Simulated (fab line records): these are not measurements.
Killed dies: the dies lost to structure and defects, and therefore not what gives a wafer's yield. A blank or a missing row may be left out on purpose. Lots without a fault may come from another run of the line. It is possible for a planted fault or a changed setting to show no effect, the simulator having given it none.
Problem report, 8D (eight disciplines) form, completed by code | flow nand harc | the parts of the form that need people (team, actions taken, sign-off) are left out

== 1. PROBLEM STATEMENT ==
rf fwd power W at NHARC_P_BONDPAD_DEP_00 reads a mean of 269.8 W on 2 wafers of 1 lot; wafers without a fault read 449.0 W with a standard deviation of 1.3. So: -99 or more standard deviations from the usual mean.
The step: deposits SiCN, target thk 250 nm.
Seen first at day 9 06:24 on pecvd-04, wafer L506.1. The record has a number at this step for 15 wafers belonging to 5 lots. Rule for "out", or "out of limits": more than 4 standard deviations from the usual mean. All remaining wafers that have a number are taken as sound.

== 2. WHAT IT IS, AND WHAT IT ISN'T ==
question                    | is               | is not
which readings at this step | rf fwd power W   | -
which lots                  | L506             | L500, L502, L516, L523
which wafers of those lots  | L506.1, L506.4   | L506.2
read on which tools         | pecvd-04         | pecvd-01, pecvd-02
when                        | from day 9 06:24 | up to then (7 sound wafers); but 6 sound wafers of L516, L523 came after

== 3. WHAT RULES OUT EACH SUSPECT ==
Counting: if a tool at a process step up to the reading ran every lot that is out, it stays a suspect. Sound lots after the first of them don't rule it out here, since some wafers of a struck lot are sound.
- pvd sputter-02 at NHARC_P_M2_PRE_CLEAN_30 (time 30 s): kept. It processed L506, the lot that is out, at day 9 05:02, and its most recent sound lot before then was L502 at day 7 17:43. Because NHARC_P_M2_PRE_CLEAN_30 lacks a start for some lots, the hours and order of its lots are taken from NHARC_P_M2_ANNEAL_31.
- rtp anneal-02 at NHARC_P_M2_ANNEAL_31 (time 90 s): kept. It processed L506, the lot that is out, at day 9 05:02, and its most recent sound lot before then was L502 at day 7 17:43.
- pecvd-02 at NHARC_P_M2_PRE_CLEAN_32 (time 12 s): kept. It processed L506, the lot that is out, at day 9 05:55, and its most recent sound lot before then was L502 at day 7 18:31.
- pecvd-02 at NHARC_P_M2_DEP_33 (deposits SiCN, target thk 30 nm): kept. It processed L506, the lot that is out, at day 9 05:59, and its most recent sound lot before then was L502 at day 7 18:35.
- pecvd-04 at NHARC_P_BONDPAD_DEP_00 (deposits SiCN, target thk 250 nm): kept. It processed L506, the lot that is out, at day 9 06:24, and its most recent sound lot before then was L502 at day 7 19:06. Its own readings are out on those wafers: rf fwd power W.
- Within pecvd-02 at NHARC_P_M2_PRE_CLEAN_32: the wafers that are out ran in chambers 1, 2; their sound lot-mates ran in chamber 0.
- Within pecvd-02 at NHARC_P_M2_DEP_33: the wafers that are out ran in chambers 1, 2; their sound lot-mates ran in chamber 0.
- The sound lot-mates ran in chamber 2 of pecvd-04 at NHARC_P_BONDPAD_DEP_00, but the wafers that are out ran in chamber 1.
Left after counting: pvd sputter-02 at NHARC_P_M2_PRE_CLEAN_30, rtp anneal-02 at NHARC_P_M2_ANNEAL_31, pecvd-02 at NHARC_P_M2_PRE_CLEAN_32, pecvd-02 at NHARC_P_M2_DEP_33, pecvd-04 at NHARC_P_BONDPAD_DEP_00.

== 4. THE CAUSE (what the simulator had put in) ==
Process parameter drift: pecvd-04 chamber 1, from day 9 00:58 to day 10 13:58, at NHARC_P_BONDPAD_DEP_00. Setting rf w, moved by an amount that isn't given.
This tool is one of the 5 suspects left after counting.

== 5. SEQUENCE OF EFFECTS, ordered by route ==
One row per reading whose mean, taken over the struck wafers that have a number, lies over 3 standard deviations from the usual. Scope: only readings with a usual standard deviation given in the record; hours: median across lots of the time from each lot's start at the first step in this table that gives one to its start at this step; sigmas: change in usual standard deviations.
hours | step                   | reading          | usual   | on struck wafers | change | sigmas
0     | NHARC_P_BONDPAD_DEP_00 | heater power w   | 579 W   | 830              | +252   | +3.3
0     | NHARC_P_BONDPAD_DEP_00 | rf fwd power W   | 449.0 W | 269.8            | -179.2 | -99 or more
0     | NHARC_P_BONDPAD_DEP_00 | showerhead vpp V | 1278 V  | 1030             | -248   | -4.1
It contains these process steps:
- NHARC_P_BONDPAD_DEP_00: deposits SiCN, target thk 250 nm.
Later measuring or inspecting steps at which every struck wafer that the step has a row for has a number for every such reading, and none has moved that far: NHARC_END_SORT_01.

== 6. HOW IT WOULD HAVE BEEN CAUGHT EARLIER ==
In this record the first reading out of limits was taken at day 9 06:24, 5 hours after the fault began at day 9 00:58.
